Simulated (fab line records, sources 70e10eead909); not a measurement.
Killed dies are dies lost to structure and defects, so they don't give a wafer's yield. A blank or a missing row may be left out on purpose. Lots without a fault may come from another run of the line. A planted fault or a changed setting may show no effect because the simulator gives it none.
fab line records | flow nand_harc
record lots=7 wafers=21 last_day=31
route steps=1302 shown A_BONDPAD@1210 END@1302
lots that met no fault: from a run of the same line without faults
start_h: hours from the record's first day to the start of the lot's first wafer shown | wait_h: hours since the lot's step before | " the same as in the row above | L1.1+2: a row that stands for several wafers | - no value, or no start given | * or withheld: withheld | < > ~ a bound
route shown NAME@n: a module of which the file shows steps, and the number in the route of the first | usual: mean/standard deviation of fault-free wafers | same: alike in all rows | chamber/n: place in a boat | sites: the reading at each site | _std_site: their standard deviation | _edge_site: outer sites' mean less inner sites' | radius_mm: how far each site lies from the wafer's centre | mask NAME#n: copy n | behind: the tool/chamber that last shaped the wafer | hold: why the lot was held/for how many hours/how that ended | device: the transistor (n, p or np) that didn't switch | end of line: the same wafers' tests at the end of the route | a step without rows: its recipe alone | killed: dies lost to structure and defects at the first sort, not the wafer's yield | map: a wafer's dies, x killed, . not, _ none there
set.NAME: the setting as run; set.NAME@STEP: as run at that earlier step | model.NAME: the simulator's own value behind a step, which no gauge read
lots at some steps of the route; a table a step, a row a wafer
services: from which hour (start_h, from the record's first day; less than 0 if before it) a tool's chamber was out of use, for how many hours, and why
## steps
# step NHARC_A_BONDPAD_SOFTBAKE_04
# recipe temp_c=125 time_s=70
# step NHARC_A_BONDPAD_EBR_05
# step NHARC_A_BONDPAD_EXPOSE_06
# recipe na=0.55 dose_mj=36.99 mask_id=A_BPAD
# step NHARC_A_BONDPAD_PEB_07
# recipe peb_temp_c=128 peb_time_s=80
# step NHARC_A_BONDPAD_DEVELOP_08
# recipe time_s=50 dev_temp_c=22
# step NHARC_A_BONDPAD_CD_MEAS_09
# recipe target_cd_nm=500 landing_energy_ev=500
# usual cd_nm=499.5/1.9
# columns lot.wafer tool chamber start_h wait_h cd_nm
L399.2 cd_sem-02 0 545.29 - 501.9
L399.4 " 0 " " 500.1
L399.6 " 0 " " 497.7
L401.3 cd_sem-02 0 557.10 - 500.9
L401.4 " 0 " " 498.1
L401.6 " 0 " " 498.3
L402.3 cd_sem-01 0 562.67 - 500.8
L402.4 " 0 " " 501.6
L402.6 " 0 " " 499.6
L404.1 cd_sem-03 0 587.42 - 501.6
L404.2 " 0 " " 499.2
L404.3 " 0 " " 498.6
L403.2 cd_sem-03 0 588.53 - 503.0
L403.4 " 0 " " 500.8
L403.6 " 0 " " 501.3
L409.1 cd_sem-01 0 642.35 - 497.3
L409.2 " 0 " " 500.2
L409.3 " 0 " " 501.0
L414.4 cd_sem-02 0 700.58 - 497.8
L414.5 " 0 " " 500.7
L414.6 " 0 " " 499.7
# step NHARC_A_BONDPAD_OVL_MEAS_35
# usual overlay_x_nm=-4/6.7 overlay_y_nm=-1/5.8
# columns lot.wafer tool chamber start_h wait_h overlay_x_nm overlay_y_nm
L399.2 overlay-01 - 545.38 - -7 6
L399.4 " - " " -7 6
L399.6 " - " " -7 7
L401.3 overlay-01 - 557.18 - 3 6
L401.4 " - " " 3 5
L401.6 " - " " 3 6
L402.3 overlay-01 - 562.76 - 8 -7
L402.4 " - " " 9 -6
L402.6 " - " " 9 -7
L404.1 overlay-01 - 587.51 - -5 1
L404.2 " - " " -5 2
L404.3 " - " " -4 1
L403.2 overlay-02 - 588.62 - -8 -3
L403.4 " - " " -8 -3
L403.6 " - " " -7 -3
L409.1 overlay-01 - 642.44 - -5 -11
L409.2 " - " " -5 -11
L409.3 " - " " -5 -10
L414.4 overlay-02 - 700.66 - 8 -4
L414.5 " - " " 9 -4
L414.6 " - " " 8 -4
# step NHARC_A_BONDPAD_HARDBAKE_10
# recipe temp_c=118 time_s=65
# step NHARC_A_BONDPAD_DESCUM_11
# recipe time_s=3 o2_flow_sccm=200 ar_flow_sccm=0 bias_power_w=0 chemistry=O2
# usual drypump_motor_current_A=5.8/0.43 oes_product_au=0.997/0.01 rf_vpp_V=57.5/0.85 showerhead_plenum_p_Torr=1.86/0.048 throttle_valve_pct=11.312/0.0097
# columns lot.wafer tool chamber start_h wait_h drypump_motor_current_A oes_product_au rf_hours_counter_h rf_vpp_V showerhead_plenum_p_Torr throttle_valve_pct
L399.2 rie_diel-10 2 545.51 - 5.6 1.011 4 57.1 1.86 11.304
L399.4 " 1 " " 5.9 0.987 - 58.0 1.85 11.317
L399.6 " 0 " " 6.5 0.979 - 56.3 1.94 11.326
L401.3 rie_diel-13 2 557.30 - 6.2 1.018 3 57.2 1.80 11.321
L401.4 " 1 " " 5.2 1.005 3 59.5 1.90 11.311
L401.6 " 3 " " 5.3 1.005 - 57.8 1.88 11.322
L402.4 rie_diel-08 3 562.89 - 5.9 0.999 0 57.6 1.85 11.313
L402.3 " 1 " " 5.6 0.999 0 55.6 1.89 11.315
L402.6 " 3 " " 5.9 1.000 - 59.0 1.85 11.312
L404.1 rie_diel-10 2 587.64 - 5.6 0.995 4 57.6 1.87 11.307
L404.2 " 3 " " 5.3 0.999 2 59.1 1.78 11.303
L404.3 " 0 " " 6.5 0.986 5 57.4 1.94 11.314
L403.4 rie_diel-10 3 588.74 - 5.2 1.008 2 57.3 1.78 11.319
L403.2 " 1 " " 5.9 0.993 5 56.8 1.85 11.309
L403.6 " 0 " " 6.5 0.988 - 57.1 1.94 11.317
L409.2 rie_diel-10 2 642.57 - 5.6 0.993 1 58.1 1.86 11.311
L409.3 " 3 " " 5.2 1.002 1 56.4 1.78 11.292
L409.1 " 1 " " 5.9 1.004 1 57.1 1.85 11.302
L414.4 rie_diel-10 3 700.81 - 5.2 1.001 4 56.9 1.78 11.305
L414.6 " 0 " " 6.5 0.984 - 57.8 1.94 11.326
L414.5 " 1 " " 5.9 1.004 - 56.3 1.85 11.305
# step NHARC_A_BONDPAD_ETCH_34
# recipe target_depth_a=600 overetch_a=180 time_s=65.91 ion_energy_ev=200 n2_flow_sccm=150 h2_flow_sccm=150 ar_flow_sccm=0 rf_w=400 bias_w=150 chemistry=N2/H2
# usual drypump_motor_current_A=5.8/0.42 oes_product_au=0.996/0.011 rf_vpp_V=428.8/1.7 showerhead_plenum_p_Torr=1.98/0.051 throttle_valve_pct=14.171/0.0094
# columns lot.wafer tool chamber start_h wait_h drypump_motor_current_A oes_product_au rf_hours_counter_h rf_vpp_V showerhead_plenum_p_Torr throttle_valve_pct
L399.2 rie_diel-10 1 545.62 0.1 5.9 0.982 4 428.6 1.97 14.177
L399.6 " 0 " " 6.5 0.974 - 430.4 2.07 14.177
L399.4 " 1 " " 5.9 0.995 - 427.7 1.97 14.173
L401.4 rie_diel-13 2 557.39 0.1 6.2 1.032 3 429.0 1.91 14.169
L401.3 " 3 " " 5.4 1.010 3 429.0 2.00 14.165
L401.6 " 1 " " 5.2 1.006 - 430.4 2.02 14.162
L402.4 rie_diel-08 2 562.97 0.1 6.2 0.969 0 428.6 1.98 14.164
L402.3 " 0 " " 5.5 0.981 0 429.9 2.01 14.164
L402.6 " 2 " " 6.2 0.978 - 429.0 1.98 14.170
L404.3 rie_diel-10 0 587.72 0.1 6.4 0.995 5 432.0 2.06 14.172
L404.2 " 1 " " 5.9 0.996 5 427.1 1.97 14.174
L404.1 " 2 " " 5.6 1.007 4 428.6 1.99 14.179
L403.4 rie_diel-10 0 588.84 0.1 6.5 0.975 5 430.6 2.06 14.189
L403.2 " 1 " " 5.9 0.985 5 427.9 1.97 14.170
L403.6 " 0 " " 6.5 0.992 - 432.5 2.06 14.173
L409.2 rie_diel-10 2 642.65 0.1 5.6 0.997 1 429.2 1.99 14.150
L409.3 " 3 " " 5.2 1.010 1 426.6 1.89 14.177
L409.1 " 1 " " 5.9 1.001 1 429.3 1.97 14.172
L414.4 rie_diel-10 3 700.88 0.1 5.2 0.999 4 426.1 1.89 14.168
L414.5 " 0 " " 6.5 0.993 - 430.9 2.06 14.164
L414.6 " 1 " " 5.9 1.002 - 429.2 1.97 14.169
# step NHARC_A_BONDPAD_ETCH_12
# recipe target_depth_a=2200 time_s=110 chf3_flow_sccm=50 o2_flow_sccm=10 ar_flow_sccm=200 rf_w=500 bias_w=200 chemistry=CHF3/O2
# usual drypump_motor_current_A=5.8/0.42 oes_product_au=0.950/0.02 rf_vpp_V=369.1/1.6 showerhead_plenum_p_Torr=2.33/0.055 throttle_valve_pct=20.572/0.0095
# columns lot.wafer tool chamber start_h wait_h drypump_motor_current_A oes_product_au rf_hours_counter_h rf_vpp_V showerhead_plenum_p_Torr throttle_valve_pct
L399.2 rie_diel-10 2 - - 5.6 0.960 4 368.6 2.34 20.587
L399.6 " 0 " " 6.4 0.953 - 371.7 2.43 20.571
L399.4 " 1 " " 5.9 0.956 - 369.1 2.32 20.566
L401.3 rie_diel-13 0 - - 5.2 0.923 3 367.7 2.27 20.585
L401.4 " 1 " " 5.2 0.937 3 370.7 2.39 20.573
L401.6 " 0 " " 5.2 0.930 - 366.9 2.27 20.552
L402.3 rie_diel-08 1 - - 5.7 0.981 0 369.9 2.37 20.587
L402.4 " 0 " " 5.5 0.955 0 370.1 2.37 20.570
L402.6 " 2 " " 6.2 0.942 - 368.8 2.34 20.579
L404.1 rie_diel-10 1 - - 5.9 0.945 5 368.7 2.33 20.573
L404.3 " 2 " " 5.6 0.965 4 370.0 2.34 20.561
L404.2 " 3 " " 5.2 0.973 2 366.4 2.24 20.573
L403.2 rie_diel-10 2 - - 5.6 0.923 4 370.0 2.34 20.592
L403.4 " 1 " " 5.9 0.906 5 369.2 2.33 20.573
L403.6 " 3 " " 5.2 0.954 - 368.1 2.24 20.569
L409.1 rie_diel-10 0 - - 6.5 0.962 1 371.6 2.43 20.564
L409.3 " 1 " " 5.9 0.976 1 368.5 2.32 20.578
L409.2 " 3 " " 5.2 0.965 1 367.7 2.24 20.566
L414.4 rie_diel-10 0 - - 6.5 0.941 4 370.0 2.43 20.584
L414.5 " 0 " " 6.5 0.954 - 372.2 2.43 20.574
L414.6 " 1 " " 5.9 0.953 - 370.5 2.32 20.576
# step NHARC_A_BONDPAD_CD_MEAS_13
# usual cd_nm=499.1/2
# columns lot.wafer tool chamber start_h wait_h cd_nm
L399.2 cd_sem-03 - 545.86 - 501.5
L399.4 " - " " 499.2
L399.6 " - " " 497.3
L401.3 cd_sem-03 - 557.62 - 499.7
L401.4 " - " " 497.6
L401.6 " - " " 499.2
L402.3 cd_sem-03 - 563.20 - 500.8
L402.4 " - " " 503.2
L402.6 " - " " 501.1
L404.1 cd_sem-02 - 587.95 - 501.3
L404.2 " - " " 498.1
L404.3 " - " " 496.6
L403.2 cd_sem-02 - 589.06 - 501.5
L403.4 " - " " 498.9
L403.6 " - " " 500.4
L409.1 cd_sem-03 - 642.88 - 496.9
L409.2 " - " " 499.7
L409.3 " - " " 501.2
L414.4 cd_sem-03 - 701.10 - 498.6
L414.5 " - " " 499.8
L414.6 " - " " 499.1
# step NHARC_A_BONDPAD_STRIP_15
# recipe o2_flow_sccm=500 ar_flow_sccm=0 bias_w=0 chemistry=O2
# usual bias_w=0/0 chamber_pressure_mTorr=60.00/0.063 drypump_motor_current_A=5.7/0.45 oes_product_au=0.999/0.011 rf_vpp_V=57.5/0.89 showerhead_plenum_p_Torr=3.42/0.084 throttle_valve_pct=17.036/0.009
# columns lot.wafer tool chamber start_h wait_h bias_w chamber_pressure_mTorr drypump_motor_current_A oes_product_au rf_hours_counter_h rf_vpp_V showerhead_plenum_p_Torr throttle_valve_pct
L399.4 rie_diel-13 3 545.95 0.1 0 59.96 5.4 0.996 3 57.1 3.47 17.037
L399.2 " 1 " " 0 60.08 5.2 1.005 3 56.7 3.50 17.026
L399.6 " 3 " " 0 59.92 5.4 0.999 - 58.7 3.47 17.033
L401.3 rie_diel-13 2 557.71 0.1 0 59.96 6.2 1.034 3 57.6 3.33 17.020
L401.4 " 0 " " 0 59.95 5.2 0.988 3 56.1 3.35 17.028
L401.6 " 1 " " 0 60.04 5.2 1.003 - 58.2 3.50 17.033
L402.4 rie_diel-13 1 563.29 0.1 - - - - - - - -
L402.3 " 3 " " - - - - - - - -
L402.6 " 1 " " - - - - - - - -
L404.3 rie_diel-13 0 588.04 0.1 - - - - - - - -
L404.1 " 1 " " - - - - - - - -
L404.2 " 2 " " - - - - - - - -
L403.4 rie_diel-13 0 589.13 0.1 - - - - - - - -
L403.2 " 3 " " - - - - - - - -
L403.6 " 1 " " - - - - - - - -
L409.3 rie_diel-13 2 642.96 0.1 0 59.98 6.2 1.021 18 58.2 3.32 17.032
L409.1 " 3 " " 0 60.05 5.4 0.990 18 55.7 3.46 17.037
L409.2 " 1 " " 0 60.03 5.2 1.006 15 57.6 3.50 17.047
L414.4 rie_diel-10 1 701.18 0.1 0 60.07 5.9 1.004 4 56.5 3.42 17.043
L414.6 " 0 " " 0 60.03 6.5 0.998 - 58.0 3.57 17.047
L414.5 " 1 " " 0 59.99 5.9 0.995 - 57.2 3.42 17.029
# step NHARC_A_BONDPAD_ETCH_24
# recipe target_depth_a=300 over_etch_frac=0.3 time_s=72.99 ion_energy_ev=150 cf4_flow_sccm=50 n2_flow_sccm=100 ar_flow_sccm=150 rf_w=300 bias_w=100 chemistry=CF4/N2
# usual drypump_motor_current_A=5.7/0.45 oes_product_au=1.000/0.011 rf_vpp_V=312.8/1.3 showerhead_plenum_p_Torr=2.55/0.064 throttle_valve_pct=19.794/0.009
# columns lot.wafer tool chamber start_h wait_h drypump_motor_current_A oes_product_au rf_hours_counter_h rf_vpp_V showerhead_plenum_p_Torr throttle_valve_pct
L399.4 rie_diel-13 1 - - 5.2 1.008 3 314.2 2.61 19.783
L399.2 " 3 " " 5.4 0.997 3 312.1 2.58 19.786
L399.6 " 0 " " 5.2 0.997 - 310.9 2.49 19.787
L401.4 rie_diel-13 2 - - 6.2 1.022 3 312.2 2.48 19.804
L401.3 " 1 " " 5.2 1.001 3 314.8 2.61 19.809
L401.6 " 2 " " 6.2 1.019 - 311.3 2.47 19.801
L402.4 rie_diel-13 1 563.43 0.1 5.2 1.011 5 314.9 2.61 19.809
L402.3 " 2 " " 6.2 1.020 5 311.1 2.47 19.792
L402.6 " 0 " " 5.2 1.007 - 312.3 2.49 19.794
L404.3 rie_diel-13 2 588.17 0.1 6.2 1.020 7 311.7 2.47 19.780
L404.1 " 3 " " 5.3 1.004 8 313.8 2.58 19.789
L404.2 " 1 " " 5.2 1.008 6 314.2 2.61 19.797
L403.2 rie_diel-13 2 589.29 0.1 6.2 1.017 7 312.6 2.47 19.808
L403.4 " 1 " " 5.2 1.008 6 313.8 2.61 19.790
L403.6 " 3 " " 5.4 1.005 - 313.3 2.58 19.799
L409.2 rie_diel-13 0 - - 5.2 1.006 17 313.4 2.48 19.779
L409.1 " 1 " " 5.2 1.017 15 312.8 2.60 19.793
L409.3 " 2 " " 6.2 1.024 18 311.8 2.47 19.772
L414.4 rie_diel-10 2 - - 5.6 1.003 4 313.4 2.56 19.808
L414.6 " 1 " " 5.9 1.002 - 312.8 2.54 19.785
L414.5 " 2 " " 5.6 1.008 - 312.9 2.56 19.788
# step NHARC_END_SORT_01
# recipe temp_c=25
# usual defect_limited_yield=90.5/2.8 killed_at_array=59/19 killed_at_other=1.0/1.1 killed_at_periphery=3.8/2.4 killed_dies=64/19 killed_open=3.3/2 killed_short=2.4/1.6
# same gross_dies=677
# columns lot.wafer tool chamber start_h wait_h defect_limited_yield[%] killed_at_array killed_at_other killed_at_periphery killed_dies killed_open killed_short
L399.2 prober-01 0 579.95 2.8 91.1 58 0 2 60 3 1
L399.4 prober-01 0 581.53 3.4 91.7 54 2 0 56 4 1
L399.6 prober-01 0 583.10 3.9 89.5 66 2 3 71 4 2
L401.3 prober-02 0 592.60 3.1 87.4 84 0 1 85 1 0
L401.4 prober-02 0 593.40 3.4 84.3 103 0 3 106 5 8
L401.6 prober-02 0 594.99 4.0 84.2 104 1 2 107 1 3
L402.3 prober-01 0 604.41 3.1 91.6 48 0 9 57 1 7
L402.4 prober-01 0 605.21 3.4 93.2 43 0 3 46 0 3
L402.6 prober-01 0 606.81 4.0 91.9 49 0 6 55 1 2
L404.1 prober-02 0 619.09 2.5 88.5 73 0 5 78 3 1
L404.2 prober-02 0 619.88 2.8 85.7 85 4 8 97 0 4
L404.3 prober-02 0 620.68 3.1 88.9 69 0 6 75 2 1
L409.1 prober-01 0 677.65 2.5 91.1 52 1 7 60 3 2
L409.2 prober-01 0 678.45 2.8 91.6 52 1 4 57 4 2
L409.3 prober-01 0 679.25 3.1 90.8 53 0 9 62 3 2
L414.4 prober-01 0 730.77 3.4 93.9 37 1 3 41 5 3
L414.5 prober-01 0 731.56 3.7 95.3 27 3 2 32 4 3
L414.6 prober-01 0 732.36 4.0 94.5 31 1 5 37 4 5
# killed by level:class
L399.2 A_CHANNEL_HOLE_D2:chamber_film_flake=31 A_SLIT:chamber_film_flake=16 A_CHANNEL_HOLE_D1:chamber_film_flake=2 A_DECK1_JOINT:chamber_film_flake=2 A_CHANNEL_FILL_D2:chamber_film_flake=2 P_CONTACT:geometric_particle:short=1 A_ONON_D1:geometric_particle:open=1 A_CHANNEL_FILL_D1:geometric_particle:open=1
L399.4 A_CHANNEL_HOLE_D2:chamber_film_flake=28 A_SLIT:chamber_film_flake=19 A_DECK1_JOINT:geometric_particle:open=2 THIN_TSV:chamber_film_flake=2 A_ONON_D1:geometric_particle:open=1 A_CHANNEL_HOLE_D1:geometric_particle:open=1 A_CONTACT:geometric_particle:short=1 A_M1:chamber_film_flake=1
L399.6 A_SLIT:chamber_film_flake=28 A_CHANNEL_HOLE_D2:chamber_film_flake=27 P_M0:geometric_particle:open=2 A_CONTACT:chamber_film_flake=2 A_M1:chamber_film_flake=2 THIN_TSV:chamber_film_flake=2 A_CHANNEL_FILL_D1:geometric_particle:short=1 A_ONON_D2:geometric_particle:open=1
L401.3 A_CHANNEL_HOLE_D1:chamber_film_flake=33 A_CHANNEL_HOLE_D2:chamber_film_flake=25 A_SLIT:chamber_film_flake=15 A_CONTACT:chamber_film_flake=6 A_SGD_CUT:chamber_film_flake=3 P_CONTACT:geometric_particle:open=1 A_CHANNEL_FILL_D1:chamber_film_flake=1 A_CHANNEL_FILL_D2:chamber_film_flake=1
L401.4 A_CHANNEL_HOLE_D1:chamber_film_flake=31 A_CHANNEL_HOLE_D2:chamber_film_flake=25 A_SLIT:chamber_film_flake=20 A_CONTACT:chamber_film_flake=6 A_SGD_CUT:chamber_film_flake=5 A_CHANNEL_FILL_D2:geometric_particle:short=4 A_CHANNEL_FILL_D2:geometric_particle:open=2 A_CHANNEL_FILL_D1:chamber_film_flake=2
L401.6 A_CHANNEL_HOLE_D2:chamber_film_flake=42 A_CHANNEL_HOLE_D1:chamber_film_flake=27 A_SLIT:chamber_film_flake=21 A_SGD_CUT:chamber_film_flake=5 A_CONTACT:chamber_film_flake=2 A_ONON_D1:geometric_particle:short=1 A_CHANNEL_FILL_D1:geometric_particle:short=1 A_SGD_CUT:geometric_particle:short=1
L402.3 A_SLIT:chamber_film_flake=24 A_CONTACT:chamber_film_flake=6 P_M1:chamber_film_flake=5 A_CHANNEL_HOLE_D2:chamber_film_flake=4 A_CHANNEL_FILL_D1:geometric_particle:short=2 A_CHANNEL_HOLE_D1:chamber_film_flake=2 A_STAIRCASE:chamber_film_flake=2 A_BONDPAD:chamber_film_flake=2
L402.4 A_SLIT:chamber_film_flake=19 A_CONTACT:chamber_film_flake=5 A_CHANNEL_HOLE_D2:chamber_film_flake=4 A_STAIRCASE:chamber_film_flake=3 P_GATE:chamber_film_flake=2 A_CHANNEL_HOLE_D1:chamber_film_flake=2 A_CHANNEL_FILL_D2:chamber_film_flake=2 A_BONDPAD:chamber_film_flake=2
L402.6 A_SLIT:chamber_film_flake=15 A_CHANNEL_HOLE_D2:chamber_film_flake=12 A_CONTACT:chamber_film_flake=12 P_M1:chamber_film_flake=3 A_BONDPAD:chamber_film_flake=3 A_CHANNEL_FILL_D2:chamber_film_flake=2 A_ONON_D2:geometric_particle:open=1 A_ONON_D2:geometric_particle:short=1
L404.1 A_CHANNEL_HOLE_D1:chamber_film_flake=31 A_SLIT:chamber_film_flake=26 A_CHANNEL_HOLE_D2:chamber_film_flake=8 P_BONDPAD:chamber_film_flake=3 P_M0:chamber_film_flake=2 A_CONTACT:chamber_film_flake=2 A_CHANNEL_FILL_D1:geometric_particle:open=1 A_CHANNEL_FILL_D1:geometric_particle:short=1
L404.2 A_SLIT:chamber_film_flake=31 A_CHANNEL_HOLE_D1:chamber_film_flake=30 A_CHANNEL_HOLE_D2:chamber_film_flake=8 A_CONTACT:chamber_film_flake=8 P_BONDPAD:chamber_film_flake=5 THIN_TSV:chamber_film_flake=4 A_M1:chamber_film_flake=3 P_M0:geometric_particle:short=2
L404.3 A_SLIT:chamber_film_flake=27 A_CHANNEL_HOLE_D1:chamber_film_flake=23 A_CHANNEL_HOLE_D2:chamber_film_flake=9 A_CONTACT:chamber_film_flake=5 P_STI:chamber_film_flake=2 P_BONDPAD:chamber_film_flake=2 A_STAIRCASE:chamber_film_flake=2 P_M1:geometric_particle:short=1
L409.1 A_CHANNEL_HOLE_D1:chamber_film_flake=32 A_CHANNEL_HOLE_D2:chamber_film_flake=14 P_GATE:chamber_film_flake=3 P_BONDPAD:chamber_film_flake=2 A_CHANNEL_FILL_D2:geometric_particle:open=1 A_CHANNEL_FILL_D2:geometric_particle:short=1 A_SGD_CUT:geometric_particle:open=1 A_WL_FILL:geometric_particle:open=1
L409.2 A_CHANNEL_HOLE_D1:chamber_film_flake=33 A_CHANNEL_HOLE_D2:chamber_film_flake=11 P_GATE:geometric_particle:open=2 A_ZERO_WELL:chamber_film_flake=2 P_CONTACT:geometric_particle:open=1 A_DECK1_JOINT:geometric_particle:short=1 A_DECK1_JOINT:geometric_particle:open=1 A_M1:geometric_particle:short=1
L409.3 A_CHANNEL_HOLE_D1:chamber_film_flake=36 A_CHANNEL_HOLE_D2:chamber_film_flake=12 P_GATE:chamber_film_flake=4 P_GATE:geometric_particle:open=1 P_CONTACT:geometric_particle:short=1 A_CHANNEL_FILL_D1:geometric_particle:short=1 A_CHANNEL_FILL_D2:geometric_particle:open=1 A_M0:geometric_particle:open=1
L414.4 A_SLIT:chamber_film_flake=10 A_CHANNEL_HOLE_D1:chamber_film_flake=8 A_WL_FILL:chamber_film_flake=5 A_CONTACT:chamber_film_flake=5 P_CONTACT:geometric_particle:open=2 A_WL_FILL:geometric_particle:short=2 A_CHANNEL_HOLE_D2:chamber_film_flake=2 A_CHANNEL_FILL_D1:geometric_particle:short=1
L414.5 A_CHANNEL_HOLE_D1:chamber_film_flake=9 A_CONTACT:chamber_film_flake=5 A_CHANNEL_HOLE_D2:chamber_film_flake=4 THIN_TSV:chamber_film_flake=3 P_CONTACT:geometric_particle:open=2 A_SGD_CUT:chamber_film_flake=2 A_ONON_D1:geometric_particle:short=1 A_CHANNEL_FILL_D1:geometric_particle:short=1
L414.6 A_CHANNEL_HOLE_D1:chamber_film_flake=9 A_CHANNEL_HOLE_D2:chamber_film_flake=5 A_CONTACT:chamber_film_flake=5 A_SLIT:chamber_film_flake=3 A_WL_FILL:chamber_film_flake=3 P_CONTACT:geometric_particle:open=2 A_ONON_D1:geometric_particle:short=2 A_SGD_CUT:geometric_particle:short=2
## services
# columns tool chamber start_h hours kind
rie_diel-10 0 526.50 - clean
rie_diel-10 1 526.50 - clean
rie_diel-10 2 526.50 - clean
rie_diel-10 3 526.50 - clean
rie_diel-08 2 527.73 2.6 repair
rie_diel-10 0 551.00 - clean
rie_diel-10 1 551.00 - clean
rie_diel-10 2 551.00 - clean
rie_diel-10 3 551.00 - clean
rie_diel-08 - 553.42 9.0 pm
rie_diel-10 0 575.50 - clean
rie_diel-10 1 575.50 - clean
rie_diel-10 2 575.50 - clean
rie_diel-10 3 575.50 - clean
rie_diel-13 1 576.90 4.4 repair
rie_diel-10 - 596.50 9.0 pm
rie_diel-10 0 596.50 9.0 vent_cycle
rie_diel-10 1 596.50 9.0 vent_cycle
rie_diel-10 2 596.50 9.0 vent_cycle
rie_diel-10 3 596.50 9.0 vent_cycle
rie_diel-10 0 605.50 - clean
rie_diel-10 1 605.50 - clean
rie_diel-08 0 676.51 5.7 repair
rie_diel-13 - 696.60 9.0 pm
## key
first_sign step=NHARC_A_BONDPAD_STRIP_15 reading=tool_record direction=missing
effect none on later readings
met_at NHARC_A_BONDPAD_STRIP_15
struck_wafers L402.3,L402.4,L402.6,L403.2,L403.4,L403.6,L404.1,L404.2,L404.3
onset_between 557.71 563.29
fault kind=skipped_step_whole tool=rie_diel-13 chamber=- onset_h=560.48 steps=NHARC_A_BONDPAD_STRIP_15 scope=struck_lots_only
